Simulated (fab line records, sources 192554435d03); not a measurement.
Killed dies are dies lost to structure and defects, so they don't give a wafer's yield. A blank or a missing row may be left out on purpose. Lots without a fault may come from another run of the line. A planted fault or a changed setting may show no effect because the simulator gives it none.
fab line records | flow n5_finfet
record lots=3 wafers=9 last_day=24
route steps=1938 shown BEOL_M2@922 BEOL_M3@931 BEOL_M4@1111 PASSIVATION@1936
lots that met no fault: from a run of the same line without faults
start_h: hours from the record's first day to the start of the lot's first wafer shown | wait_h: hours since the lot's step before | " the same as in the row above | L1.1+2: a row that stands for several wafers | - no value, or no start given | * or withheld: withheld | < > ~ a bound
route shown NAME@n: a module of which the file shows steps, and the number in the route of the first | usual: mean/standard deviation of fault-free wafers | same: alike in all rows | chamber/n: place in a boat | sites: the reading at each site | _std_site: their standard deviation | _edge_site: outer sites' mean less inner sites' | radius_mm: how far each site lies from the wafer's centre | mask NAME#n: copy n | behind: the tool/chamber that last shaped the wafer | hold: why the lot was held/for how many hours/how that ended | device: the transistor (n, p or np) that didn't switch | end of line: the same wafers' tests at the end of the route | a step without rows: its recipe alone | killed: dies lost to structure and defects at the first sort, not the wafer's yield | map: a wafer's dies, x killed, . not, _ none there
set.NAME: the setting as run; set.NAME@STEP: as run at that earlier step | model.NAME: the simulator's own value behind a step, which no gauge read
lots at some steps of the route; a table a step, a row a wafer
services: from which hour (start_h, from the record's first day; less than 0 if before it) a tool's chamber was out of use, for how many hours, and why
## steps
# step N5_BEOL_M2_ANNEAL_51
# recipe temp_c=225 time_s=90 ambient=N2
# step N5_BEOL_M2_CMP_52
# recipe stop_on=SiOC t_overpolish_s=6.8 down_force_psi=1 platen_rpm=50 clearing_platen_down_force_psi=1.5 clearing_platen_rpm=50 post_cmp_clean=cu_alkaline target_thk_nm=40 clearing_platen_pad_velocity_m_s=0.99484 pad_velocity_m_s=0.99484
# step N5_BEOL_M2_PRE_CLEAN_60
# recipe gas=NH3/H2 time_s=15 temp_c=* rf_power_w=300
# step N5_BEOL_M2_CO_CAP_55
# recipe material=Co target_thk_a=20 temp_c=200 precursor=CCTBA/H2 pressure_torr=30 time_s=102.1
# step N5_BEOL_M2_PRE_CLEAN_56
# recipe gas=NH3 time_s=15 temp_c=withheld rf_power_w=300
# step N5_BEOL_M2_DEP_57
# recipe material=SiCN target_thk_a=80 temp_c=withheld precursor=3MS/NH3 pressure_torr=3 rf_w=202 time_s=14
# step N5_BEOL_M3_ILD_DEP_00
# recipe material=SiOC target_thk_a=790 temp_c=350 precursor=DEMS/O2 pressure_torr=5 rf_w=500 time_s=15.3
# step N5_BEOL_M3_PECVD_72
# recipe material=SiO2 target_thk_a=160 temp_c=400 precursor=TEOS/O2 pressure_torr=5.5 rf_w=450 teos_flow_sccm=53.8 gas=O2 flow_sccm=3000 time_s=18
# step N5_BEOL_M3_HM_DEP_02
# recipe material=TiN target_thk_a=200 temp_c=25 chamber_pressure_pa=0.49996
# usual throttle_valve_pct=30.0/1.1
# columns lot.wafer tool chamber start_h wait_h throttle_valve_pct model.TiN_of_BEOL_M3_HM_DEP_02.thk_nm
L761.1 pvd_sputter-01 - 253.55 0.8 27.0 36.6
L761.4 " - " " 30.8 19.8
L761.5 " - " " 29.2 19.8
L770.1 pvd_sputter-03 - 312.22 2.1 31.3 20
L770.5 " - " " 29.4 20.2
L770.6 " - " " 31.3 20.2
L780.3 pvd_sputter-01 - 348.01 0.3 30.8 20
L780.4 " - " " 28.8 20
L780.5 " - " " 28.7 20.2
# step N5_BEOL_M3_COAT_61
# recipe resist=SOC temp_c=250 time_s=60 spin_rpm=1500 resist_thk_nm=60
# step N5_BEOL_M3_COAT_62
# recipe resist=SiARC temp_c=220 time_s=60 spin_rpm=1500 resist_thk_nm=12
# step N5_BEOL_M3_COAT_73
# recipe resist=underlayer temp_c=205 time_s=60 spin_rpm=1500 resist_thk_nm=5
# step N5_BEOL_M3_COAT_05
# recipe resist=CAR-EUV spin_rpm=1500 resist_thk_nm=30
# step N5_BEOL_M3_EBR_07
# recipe solvent=PGMEA ebr_width_mm=1.5
# step N5_BEOL_M3_SOFTBAKE_06
# recipe temp_c=110 time_s=60 resist=CAR-EUV
# step N5_BEOL_M3_EXPOSE_08
# recipe mask_id=M3 na=0.33 source_shape=dipole sigma_inner=0.369 sigma_outer=0.767 polarization=unpolarized dose_mj=33
# step N5_BEOL_M3_PEB_09
# recipe peb_temp_c=100 peb_time_s=60 resist=CAR-EUV
# step N5_BEOL_M3_DEVELOP_10
# recipe develop_time_s=30 developer=TMAH resist=CAR-EUV rinse_liquid=surfactant_rinse dry=air_spin dev_temp_c=23
# step N5_BEOL_M3_DESCUM_16
# recipe chemistry=O2 time_s=7 source_power_w=50 bias_power_w=20 pressure_mtorr=20 rf_frequency_hz=2.712e+07 temp_c=40 resist=CAR-EUV o2_flow_sccm=225
# step N5_BEOL_M3_ETCH_74
# recipe chemistry=N2/H2 target=underlayer target_depth_a=65 mask_material=CAR-EUV time_s=5.2 ion_energy_ev=200 pressure_mtorr=30 source_w=840 bias_w=150 n2_flow_sccm=200 h2_flow_sccm=200 ends=cleared
# step N5_BEOL_M3_ETCH_63
# recipe chemistry=CF4 target=SiARC target_depth_a=156 mask_material=CAR-EUV time_s=26 ion_energy_ev=80 pressure_mtorr=40 source_w=545 bias_w=36 Ar_flow_sccm=100 cf4_flow_sccm=100 ends=cleared
# step N5_BEOL_M3_ETCH_64
# recipe chemistry=N2/H2 target=SOC target_depth_a=750 overetch_a=150 mask_material=SiARC temp_c=40 time_s=112.5 ion_energy_ev=200 pressure_mtorr=30 source_w=840 bias_w=150 n2_flow_sccm=200 h2_flow_sccm=200
# step N5_BEOL_M3_STRIP_65
# recipe chemistry=N2/H2 temp_c=40 n2_flow_sccm=200 h2_flow_sccm=200 rf_frequency_hz=6e+07
# step N5_BEOL_M3_STRIP_75
# recipe chemistry=N2/H2 temp_c=40 n2_flow_sccm=200 h2_flow_sccm=200 rf_frequency_hz=6e+07
# step N5_BEOL_M3_STRIP_66
# recipe chemistry=CF4 resist=SiARC power_w=300 bias_power_w=75 pressure_mtorr=50 cf4_flow_sccm=150 rf_frequency_hz=6e+07
# step N5_BEOL_M3_HM_OPEN_17
# recipe chemistry=Cl2/BCl3 target_depth_a=200 overetch_a=60 target=TiN mask_material=SOC ion_energy_ev=150 pressure_mtorr=10 icp_w=1000 bias_w=126 Cl2_flow_sccm=53.25 bcl3_flow_sccm=21.75 Ar_flow_sccm=25
# usual drypump_motor_current_A=5.7/0.32 oes_ar_750_au=0.78/0.096 oes_product_au=0.68/0.091 throttle_valve_pct=22.1/0.3
# columns lot.wafer tool chamber start_h wait_h drypump_motor_current_A oes_ar_750_au oes_product_au rf_hours_counter_h throttle_valve_pct model.etch.depth_nm
L761.1 rie_metal-03 0 254.43 0.0 6.1 0.62 0.64 111 21.9 25.6
L761.4 " 0 " " 6.1 0.63 0.55 - 22.0 19.84
L761.5 " 0 " " 6.1 0.63 0.55 - 22.1 19.76
L770.1 rie_metal-03 0 312.98 0.0 6.1 0.92 0.81 2 21.7 20.05
L770.5 " 0 " " 6.1 0.92 0.81 - 21.7 20.13
L770.6 " 1 " " 5.6 0.70 0.60 - 22.5 20.28
L780.3 rie_metal-02 1 348.97 0.1 5.9 0.78 0.72 - 22.1 20.07
L780.4 " 0 " " 5.9 0.97 0.82 - 21.7 20.01
L780.5 " 0 " " 5.9 0.98 0.82 - 21.7 20.13
# step N5_BEOL_M3_STRIP_19
# recipe chemistry=O2 power_w=400 temp_c=40 pressure_mtorr=30 rf_frequency_hz=6e+07 bias_power_w=0 overash_fraction=0.2 o2_flow_sccm=225
# step N5_BEOL_M3_COAT_67
# recipe resist=SOC temp_c=250 time_s=60 spin_rpm=1500 resist_thk_nm=60
# step N5_BEOL_M3_COAT_68
# recipe resist=SiARC temp_c=220 time_s=60 spin_rpm=1500 resist_thk_nm=12
# step N5_BEOL_M3_COAT_76
# recipe resist=underlayer temp_c=205 time_s=60 spin_rpm=1500 resist_thk_nm=5
# step N5_BEOL_M3_COAT_22
# recipe resist=CAR-EUV spin_rpm=1500 resist_thk_nm=30
# step N5_BEOL_M3_EBR_24
# recipe solvent=PGMEA ebr_width_mm=1.5
# step N5_BEOL_M3_SOFTBAKE_23
# recipe temp_c=110 time_s=60 resist=CAR-EUV
# step N5_BEOL_M3_EXPOSE_25
# recipe mask_id=V2 na=0.33 source_shape=quasar sigma_inner=0.2 sigma_outer=0.8 polarization=unpolarized defocus_nm=5 dose_mj=63
# step N5_BEOL_M3_ETCHBACK_99
# recipe chemistry=CHF3 target=SiO2 target_depth_a=50 time_s=10.4 source_w=215 bias_w=47 Ar_flow_sccm=200 CHF3_flow_sccm=12 ion_energy_ev=100 pressure_mtorr=30
# usual drypump_motor_current_A=5.6/0.4 oes_ar_750_au=0.79/0.095 oes_f_703_au=0.79/0.1 oes_product_au=0.79/0.095 rf_vpp_V=243/5.6 showerhead_plenum_p_Torr=2.17/0.053 throttle_valve_pct=16.99/0.22
# columns lot.wafer tool chamber start_h wait_h drypump_motor_current_A oes_ar_750_au oes_f_703_au oes_product_au rf_hours_counter_h rf_vpp_V showerhead_plenum_p_Torr throttle_valve_pct
L761.1 rie_diel-01 0 264.15 8.8 5.0 0.74 0.73 0.28 149 233 2.08 16.87
L761.4 " 2 " " 6.2 0.87 0.87 0.85 52 243 2.18 16.91
L761.5 " 1 " " 5.6 0.76 0.76 0.75 - 244 2.16 16.90
L770.1 rie_diel-01 3 328.87 14.9 6.2 0.85 0.85 0.87 58 246 2.16 16.74
L770.5 " 2 " " 6.2 0.83 0.84 0.83 - 242 2.18 16.96
L770.6 " 1 " " 5.6 0.75 0.75 0.75 - 244 2.15 16.93
L780.3 rie_diel-05 3 382.49 32.5 5.9 0.91 0.93 0.92 38 230 2.12 16.85
L780.4 " 2 " " 5.6 0.70 0.70 0.70 211 242 2.14 16.99
L780.5 " 2 " " 5.6 0.70 0.70 0.70 - 241 2.14 17.01
# step N5_BEOL_M3_TRENCH_ETCH_37
# recipe chemistry=C4F6/O2 target_depth_a=555.55 target=SiOC time_s=29.2 ion_energy_ev=250 pressure_mtorr=30 source_w=355 bias_w=185 Ar_flow_sccm=300 C4F6_flow_sccm=10 O2_flow_sccm=10
# usual drypump_motor_current_A=5.6/0.39 oes_ar_750_au=0.79/0.094 oes_f_703_au=0.78/0.1 oes_product_au=0.79/0.094 rf_vpp_V=672/15 showerhead_plenum_p_Torr=2.86/0.068 throttle_valve_pct=20.78/0.23
# columns lot.wafer tool chamber start_h wait_h drypump_motor_current_A oes_ar_750_au oes_f_703_au oes_product_au rf_hours_counter_h rf_vpp_V showerhead_plenum_p_Torr throttle_valve_pct model.TiN_of_BEOL_M3_HM_DEP_02.thk_nm
L761.1 rie_diel-01 0 - - 5.0 0.74 0.72 0.74 149 647 2.76 20.68 34.4
L761.4 " 2 " " 6.2 0.87 0.86 0.86 52 667 2.89 20.71 17.6
L761.5 " 1 " " 5.6 0.76 0.75 0.76 - 674 2.86 20.65 17.4
L770.1 rie_diel-01 3 - - 6.2 0.84 0.85 0.87 58 681 2.86 20.50 17.6
L770.5 " 2 " " 6.2 0.83 0.84 0.83 - 667 2.88 20.75 17.8
L770.6 " 1 " " 5.6 0.75 0.73 0.75 - 673 2.85 20.69 18
L780.3 rie_diel-05 3 - - 5.9 0.92 0.92 0.91 38 639 2.80 20.65 17.8
L780.4 " 2 " " 5.7 0.70 0.69 0.70 211 668 2.82 20.74 17.6
L780.5 " 2 " " 5.7 0.70 0.69 0.70 - 668 2.82 20.76 17.8
# step N5_BEOL_M3_ETCH_41
# recipe chemistry=CH3F/O2 target=SiCN target_depth_a=299 taper_deg=2 time_s=52.5 ion_energy_ev=120 mask_material=TiN pressure_mtorr=30 source_w=395 bias_w=75 Ar_flow_sccm=150 CH3F_flow_sccm=30 O2_flow_sccm=20
# usual drypump_motor_current_A=5.6/0.39 oes_product_au=0.79/0.095 rf_vpp_V=297.6/1.3 showerhead_plenum_p_Torr=2.01/0.05 throttle_valve_pct=16.24/0.22
# columns lot.wafer tool chamber start_h wait_h drypump_motor_current_A oes_product_au rf_hours_counter_h rf_vpp_V showerhead_plenum_p_Torr throttle_valve_pct
L761.1 rie_diel-01 0 - - 5.0 0.29 149 296.7 1.93 16.13
L761.4 " 2 " " 6.2 0.86 52 297.7 2.03 16.17
L761.5 " 1 " " 5.6 0.76 - 296.2 2.01 16.14
L770.1 rie_diel-01 3 - - 6.2 0.87 58 297.0 2.01 15.99
L770.5 " 2 " " 6.1 0.83 - 300.0 2.02 16.20
L770.6 " 1 " " 5.6 0.75 - 298.3 2.00 16.17
L780.3 rie_diel-05 3 - - 5.9 0.91 38 296.4 1.96 16.06
L780.4 " 2 " " 5.7 0.70 211 296.3 1.98 16.26
L780.5 " 2 " " 5.7 0.69 - 297.6 1.98 16.26
# step N5_BEOL_M3_OCD_MEAS_38
# usual trench_depth_nm=55.0/0.84
# columns lot.wafer tool chamber start_h wait_h trench_depth_nm
L761.1 ocd-01 - 264.54 - -
L761.4 " - " " 55.0
L761.5 " - " " 54.1
L770.1 ocd-02 - 329.26 - 56.9
L770.5 " - " " 54.4
L770.6 " - " " 54.8
L780.3 ocd-02 - 382.89 - 56.2
L780.4 " - " " 54.7
L780.5 " - " " 55.3
# step N5_BEOL_M3_CD_MEAS_35
# recipe target_cd_nm=18 target_cd_y_nm=21 polarity=opening
# usual cd_nm=17.8/0.36
# columns lot.wafer tool chamber start_h wait_h cd_nm
L761.1 cd_sem-01 - 264.69 0.0 -
L761.4 " - " " 17.9
L761.5 " - " " 17.8
L770.1 cd_sem-02 - 329.41 0.0 17.1
L770.5 " - " " 17.5
L770.6 " - " " 18.1
L780.3 cd_sem-02 - 383.14 0.0 17.9
L780.4 " - " " 17.9
L780.5 " - " " 18.2
# step N5_BEOL_M4_RC_MEAS_101
# usual DIBL_N=35.8/1.6 DIBL_P=35.6/2 IOFF_N=0.15/0.031 IOFF_P=0.20/0.033 ION_N=668/12 ION_P=459/6.8 SS_N=71.4/0.53 SS_P=73.1/0.63 VT_N=250/3.5 VT_P=-251/3
# columns lot.wafer tool chamber start_h wait_h DIBL_N[mV/V] DIBL_P[mV/V] IOFF_N[nA/um] IOFF_P[nA/um] ION_N[uA/um] ION_P[uA/um] SS_N[mV/dec] SS_P[mV/dec] VT_N[mV] VT_P[mV]
L761.4 prober-02 0 332.56 0.5 37.6 37.7 0.19 0.20 668 451 71.6 73.7 248 -253
L761.5 " 0 " " 34.6 34.7 0.13 0.16 660 454 71.1 72.4 254 -255
L770.1 prober-02 0 402.54 0.0 36.8 37.3 0.17 0.22 680 464 71.8 72.9 249 -251
L770.5 " 0 " " 34.8 34.4 0.13 0.17 637 453 71.9 73.2 255 -255
L770.6 " 0 " " 36.3 36.9 0.16 0.21 671 459 71.4 73.3 248 -253
L780.3 prober-02 0 461.74 0.3 35.2 33.4 0.12 0.17 656 451 71.1 72.3 255 -252
L780.4 " 0 " " 33.9 32.6 0.11 0.16 652 452 70.9 72.9 254 -252
L780.5 " 0 " " 34.2 32.9 0.12 0.17 680 466 71.2 72.5 252 -253
# step N5_PASSIVATION_PROBE_49
# usual defect_limited_yield=90.7/1.5 killed_at_M0_to_M3=38/11 killed_at_M4_up=15/5.5 killed_at_contacts=12/6 killed_at_front_end=41/11 killed_at_other=3.5/2.7 killed_dies=110/18 killed_on_rim=15/3.6 killed_open=72/13 killed_short=35/8.7 sort_bin_5_function=5.5/1.1 sort_bin_6_memory=3.4/0.63 sort_bin_8_speed=0.01/0.037 sort_n_pass=1070/18 sort_yield_pct=90.7/1.5
# same gross_dies=1180 killed_at_back_side=0 sort_bin_4_leakage[%]=0
# columns lot.wafer tool chamber start_h wait_h defect_limited_yield[%] killed_at_M0_to_M3 killed_at_M4_up killed_at_contacts killed_at_front_end killed_at_other killed_dies killed_on_rim killed_open killed_short sort_bin_5_function[%] sort_bin_6_memory[%] sort_bin_8_speed[%] sort_n_pass sort_yield_pct[%]
L761.1 prober-02 - 440.74 0.0 0 1096 31 7 41 5 1180 152 77 45 96.2 3.2 0 0 0
L761.4 prober-02 - 440.89 0.2 89.9 40 27 5 46 1 119 20 68 46 5.9 4.1 0.08 1061 89.9
L761.5 prober-02 - 440.94 0.2 89.3 42 17 4 59 4 126 15 79 47 7.2 3.1 0 1054 89.3
L770.1 prober-02 - 517.87 0.0 91.6 28 13 17 41 0 99 14 62 36 5.3 2.8 0 1081 91.6
L770.5 prober-02 - 518.07 0.2 92.8 29 19 8 28 1 85 13 61 24 4.2 2.9 0 1095 92.8
L770.6 prober-02 - 518.12 0.3 89.7 34 5 12 68 3 122 23 83 38 5.9 4.1 0 1058 89.7
L780.3 prober-01 - 576.76 0.1 94.7 26 8 2 22 4 62 11 42 19 3.1 2.1 0.08 1117 94.7
L780.4 prober-01 - 576.81 0.2 91.9 28 10 18 37 2 95 13 67 27 5.0 3.1 0 1085 91.9
L780.5 prober-01 - 576.86 0.2 91.5 35 15 14 34 2 100 13 67 33 5.2 3.2 0 1080 91.5
# killed by level:class
L761.1 BEOL_M3:area_open=1055 FIN_SAQP:geometric_particle:open=14 BEOL_M0_SAQP:geometric_particle:short=14 BEOL_M0_SAQP:geometric_particle:open=11 BEOL_M5:geometric_particle:open=11 BEOL_M4:geometric_particle:open=8 FIN_SAQP:geometric_particle:short=6 DUMMY_GATE:geometric_particle:open=6
L761.4 BEOL_M4:geometric_particle:open=12 FIN_SAQP:geometric_particle:short=11 BEOL_M0_SAQP:geometric_particle:short=11 BEOL_M0_SAQP:geometric_particle:open=11 BEOL_M2:geometric_particle:open=7 FIN_SAQP:geometric_particle:open=6 BEOL_M3:geometric_particle:open=6 DUMMY_GATE:geometric_particle:open=5
L761.5 FIN_SAQP:geometric_particle:open=17 FIN_SAQP:geometric_particle:short=16 BEOL_M0_SAQP:geometric_particle:open=10 BEOL_M2:geometric_particle:open=10 BEOL_M1:geometric_particle:open=8 DUMMY_GATE:geometric_particle:open=7 BEOL_M0_SAQP:geometric_particle:short=7 STARTING-WAFER:geometric_particle:short=6
L770.1 FIN_SAQP:geometric_particle:open=12 MOL_CONTACT_COAG:geometric_particle:open=12 BEOL_M0_SAQP:geometric_particle:open=8 FIN_SAQP:geometric_particle:short=7 BEOL_M0_SAQP:geometric_particle:short=7 BEOL_M2:geometric_particle:open=7 BEOL_M4:geometric_particle:open=6 MOL_CONTACT_COAG:geometric_particle:short=5
L770.5 BEOL_M0_SAQP:geometric_particle:open=10 BEOL_M1:geometric_particle:open=9 BEOL_M4:geometric_particle:open=8 DUMMY_GATE:geometric_particle:open=7 MOL_CONTACT_COAG:geometric_particle:open=7 FIN_SAQP:geometric_particle:open=6 STI_FIN_REVEAL:geometric_particle:open=4 BEOL_M1:geometric_particle:short=4
L770.6 STI_FIN_REVEAL:geometric_particle:open=19 FIN_SAQP:geometric_particle:open=15 BEOL_M2:geometric_particle:open=13 MOL_CONTACT_COAG:geometric_particle:open=10 FIN_SAQP:geometric_particle:short=9 STI_FIN_REVEAL:geometric_particle:short=6 BEOL_M1:geometric_particle:open=5 STARTING-WAFER:geometric_particle:open=4
L780.3 BEOL_M2:geometric_particle:open=6 BEOL_M0_SAQP:geometric_particle:open=4 BEOL_M0:geometric_particle:open=4 FIN_SAQP:geometric_particle:short=3 DUMMY_GATE:geometric_particle:open=3 SPACER0:geometric_particle:open=3 BEOL_M0_SAQP:geometric_particle:short=3 BEOL_M1:geometric_particle:open=3
L780.4 MOL_CONTACT_COAG:geometric_particle:open=16 BEOL_M2:geometric_particle:open=8 BEOL_M4:geometric_particle:open=8 FIN_SAQP:geometric_particle:short=6 STI_FIN_REVEAL:geometric_particle:open=6 GATE_CUT:geometric_particle:short=5 BEOL_M1:geometric_particle:open=5 STARTING-WAFER:geometric_particle:open=5
L780.5 MOL_CONTACT_COAG:geometric_particle:open=13 BEOL_M4:geometric_particle:open=9 BEOL_M2:geometric_particle:open=7 DUMMY_GATE:geometric_particle:open=6 SPACER0:geometric_particle:short=6 BEOL_M0_SAQP:geometric_particle:open=6 BEOL_M0_SAQP:geometric_particle:short=6 STI_FIN_REVEAL:geometric_particle:open=5
# map L761.1 (x killed, . not)
_________________xxxxxxxxxxxx________________
______________xxxxxxxxxxxxxxxxxx_____________
___________xxxxxxxxxxxxxxxxxxxxxxxx__________
__________xxxxxxxxxxxxxxxxxxxxxxxxxx_________
________xxxxxxxxxxxxxxxxxxxxxxxxxxxxxx_______
_______xxxxxxxxxxxxxxxxxxxxxxxxxxxxxxxx______
______xxxxxxxxxxxxxxxxxxxxxxxxxxxxxxxxxx_____
_____xxxxxxxxxxxxxxxxxxxxxxxxxxxxxxxxxxxx____
____xxxxxxxxxxxxxxxxxxxxxxxxxxxxxxxxxxxxxx___
___xxxxxxxxxxxxxxxxxxxxxxxxxxxxxxxxxxxxxxxx__
___xxxxxxxxxxxxxxxxxxxxxxxxxxxxxxxxxxxxxxxx__
__xxxxxxxxxxxxxxxxxxxxxxxxxxxxxxxxxxxxxxxxxx_
__xxxxxxxxxxxxxxxxxxxxxxxxxxxxxxxxxxxxxxxxxx_
_xxxxxxxxxxxxxxxxxxxxxxxxxxxxxxxxxxxxxxxxxxxx
_xxxxxxxxxxxxxxxxxxxxxxxxxxxxxxxxxxxxxxxxxxxx
_xxxxxxxxxxxxxxxxxxxxxxxxxxxxxxxxxxxxxxxxxxxx
_xxxxxxxxxxxxxxxxxxxxxxxxxxxxxxxxxxxxxxxxxxxx
_xxxxxxxxxxxxxxxxxxxxxxxxxxxxxxxxxxxxxxxxxxxx
_xxxxxxxxxxxxxxxxxxxxxxxxxxxxxxxxxxxxxxxxxxxx
_xxxxxxxxxxxxxxxxxxxxxxxxxxxxxxxxxxxxxxxxxxxx
_xxxxxxxxxxxxxxxxxxxxxxxxxxxxxxxxxxxxxxxxxxxx
__xxxxxxxxxxxxxxxxxxxxxxxxxxxxxxxxxxxxxxxxxx_
__xxxxxxxxxxxxxxxxxxxxxxxxxxxxxxxxxxxxxxxxxx_
___xxxxxxxxxxxxxxxxxxxxxxxxxxxxxxxxxxxxxxxx__
___xxxxxxxxxxxxxxxxxxxxxxxxxxxxxxxxxxxxxxxx__
____xxxxxxxxxxxxxxxxxxxxxxxxxxxxxxxxxxxxxx___
_____xxxxxxxxxxxxxxxxxxxxxxxxxxxxxxxxxxxx____
______xxxxxxxxxxxxxxxxxxxxxxxxxxxxxxxxxx_____
_______xxxxxxxxxxxxxxxxxxxxxxxxxxxxxxxx______
________xxxxxxxxxxxxxxxxxxxxxxxxxxxxxx_______
__________xxxxxxxxxxxxxxxxxxxxxxxxxx_________
___________xxxxxxxxxxxxxxxxxxxxxxxx__________
______________xxxxxxxxxxxxxxxxxx_____________
_________________xxxxxxxxxxxx________________
# map L780.5 (x killed, . not)
_________________...x........________________
______________.................._____________
___________..................xx....__________
__________....x.............xx.....x_________
________.........x..............x.x..._______
_______....x.........x.................______
______.x.xx.............x..x.........x.x_____
_____................x.......x.....x.....____
____.......x.....x.....x...........x......___
___........xx..x........x................x.__
___xx...........x......................x..x__
__........xx................................_
__.x.................x.....x............x..._
_..xx......xx...................x....x...x...
_......x....x.......................x........
_.........xx................x................
_x......x.x..x.......................x.......
_...................x...................x....
_..........x...................x.x.....x.....
_.....x...............x.x........x........x..
_.x....x........x.....................x......
__.......x.................................._
__.x.....x..............x.....x............._
___..........x..................x........x.__
___.....................x....x..x..........__
____x..............x.xx....x..............___
_____.............x...............x......____
______....................xx..x........._____
_______.........................x......______
________.............................._______
__________.........................._________
___________...xx...................__________
______________.................._____________
_________________...........x________________
## services
# columns tool chamber start_h hours kind
pvd_sputter-01 - 243.28 2.7 repair
rie_diel-05 1 251.78 - clean
rie_diel-05 1 251.78 - consumable_replace:focus_ring
rie_diel-05 1 251.78 30.1 scheduled_down
rie_diel-05 1 251.78 30.1 vent_cycle
rie_metal-03 0 257.85 - clean
rie_metal-03 0 257.85 23.2 scheduled_down
rie_metal-03 0 257.85 23.2 vent_cycle
rie_diel-01 1 274.60 2.8 repair
rie_diel-05 3 275.07 11.5 repair
rie_diel-05 - 281.26 2.8 pm
rie_diel-05 0 304.51 6.7 repair
rie_metal-02 0 306.59 4.5 repair
rie_diel-01 3 307.71 5.5 repair
rie_diel-05 0 311.24 - clean
rie_diel-05 0 311.24 - consumable_replace:focus_ring
rie_diel-05 0 311.24 18.7 scheduled_down
rie_diel-05 0 311.24 18.7 vent_cycle
rie_metal-02 0 324.63 - clean
rie_metal-02 0 324.63 17.8 scheduled_down
rie_metal-02 0 324.63 17.8 vent_cycle
rie_metal-02 - 341.69 0.2 repair
## key
first_sign step=N5_BEOL_M3_ETCHBACK_99 reading=oes_product_au direction=down sigmas=5.4 usual=0.79 struck=0.28
effect step=N5_BEOL_M3_ETCH_41 reading=oes_product_au direction=down sigmas=5.3 usual=0.79 struck=0.29
effect step=N5_BEOL_M3_OCD_MEAS_38 reading=trench_depth_nm direction=missing
effect step=N5_BEOL_M3_CD_MEAS_35 reading=cd_nm direction=missing
effect step=N5_PASSIVATION_PROBE_49 reading=killed_at_M0_to_M3 direction=up sigmas=99+ usual=38 struck=1096
model_effect step=N5_BEOL_M3_HM_DEP_02 value=TiN_of_BEOL_M3_HM_DEP_02.thk_nm without=19.8 struck=36.6
model_effect step=N5_BEOL_M3_HM_OPEN_17 value=etch.depth_nm without=19.81 struck=25.6
model_effect step=N5_BEOL_M3_TRENCH_ETCH_37 value=TiN_of_BEOL_M3_HM_DEP_02.thk_nm without=17.6 struck=34.4
more_kills_born_at N5_BEOL_M3_HM_OPEN_17@rie_metal-03=1055
met_at N5_BEOL_M3_HM_DEP_02
struck_wafers L761.1
later_rows_left_out L761.1
fault kind=process_parameter_drift tool=pvd_sputter-01 chamber=- onset_h=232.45 steps=N5_BEOL_M3_HM_DEP_02 channel=target_thk_a offset=* shape=step end_h=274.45 acts_in=* stated=* scope=struck_wafers_only
# later_rows_left_out: the simulator's readings of these wafers behind a module that went badly wrong aren't trusted and aren't shown, but for the sort
